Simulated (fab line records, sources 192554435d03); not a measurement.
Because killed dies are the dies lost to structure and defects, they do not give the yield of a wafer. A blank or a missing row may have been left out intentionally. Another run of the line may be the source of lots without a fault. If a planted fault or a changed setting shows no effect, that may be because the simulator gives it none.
Matching of chambers / flow n5Finfet / 4 sister chambers for N5_BEOL_M3_ALD_84 on aldMetal-03
The step deposits TaN, pulse time 2 s, purge time 3 s, co reactant purge time 2 s. 4 wafers are shown with their chamber, then 11 later ones without.

WAFERS WITH THEIR CHAMBER
wafer=L082.4; chamber=3; heaterPowerW (W)=425
wafer=L091.2; chamber=1; heaterPowerW (W)=371
wafer=L091.5; chamber=2; heaterPowerW (W)=382
wafer=L089.1; chamber=0; heaterPowerW (W)=475

WAFERS WITH NO CHAMBER GIVEN
wafer=L089.4; heaterPowerW (W)=368
wafer=L089.6; heaterPowerW (W)=437
wafer=L094.2; heaterPowerW (W)=388
wafer=L094.3; heaterPowerW (W)=376
wafer=L094.6; heaterPowerW (W)=384
wafer=L095.2; heaterPowerW (W)=421
wafer=L095.5; heaterPowerW (W)=417
wafer=L095.6; heaterPowerW (W)=467
wafer=L097.2; heaterPowerW (W)=415
wafer=L097.3; heaterPowerW (W)=368
wafer=L097.6; heaterPowerW (W)=372

EACH ONE'S CHAMBER
wafer=L089.4; from the rows above=can't be placed: 1 or 2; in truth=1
wafer=L089.6; from the rows above=3; in truth=3
wafer=L094.2; from the rows above=can't be placed: 2 or 1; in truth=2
wafer=L094.3; from the rows above=can't be placed: 1 or 2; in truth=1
wafer=L094.6; from the rows above=can't be placed: 2 or 1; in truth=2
wafer=L095.2; from the rows above=3; in truth=3
wafer=L095.5; from the rows above=3; in truth=3
wafer=L095.6; from the rows above=0; in truth=0
wafer=L097.2; from the rows above=3; in truth=3
wafer=L097.3; from the rows above=can't be placed: 1 or 2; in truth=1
wafer=L097.6; from the rows above=can't be placed: 1 or 2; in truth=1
Placed correctly: 5 of 11. From these rows, 6 cannot be placed; in 6 the true chamber is one of the candidates. 0 placed wrongly.
How it was worked out, from the rows above alone: a wafer's distance from a chamber is the root of the sum, over the readings, of the square of ((its reading less the chamber's mean) divided by the reading's scatter). If the next closest chamber is less than 2 further off than the closest, the wafer can't be placed; otherwise it belongs to the closest. The mean given for a chamber averages the wafers shown for that chamber. The scatter: root of mean squared gap, hidden wafer to nearest shown wafer, with one shown wafer a chamber.
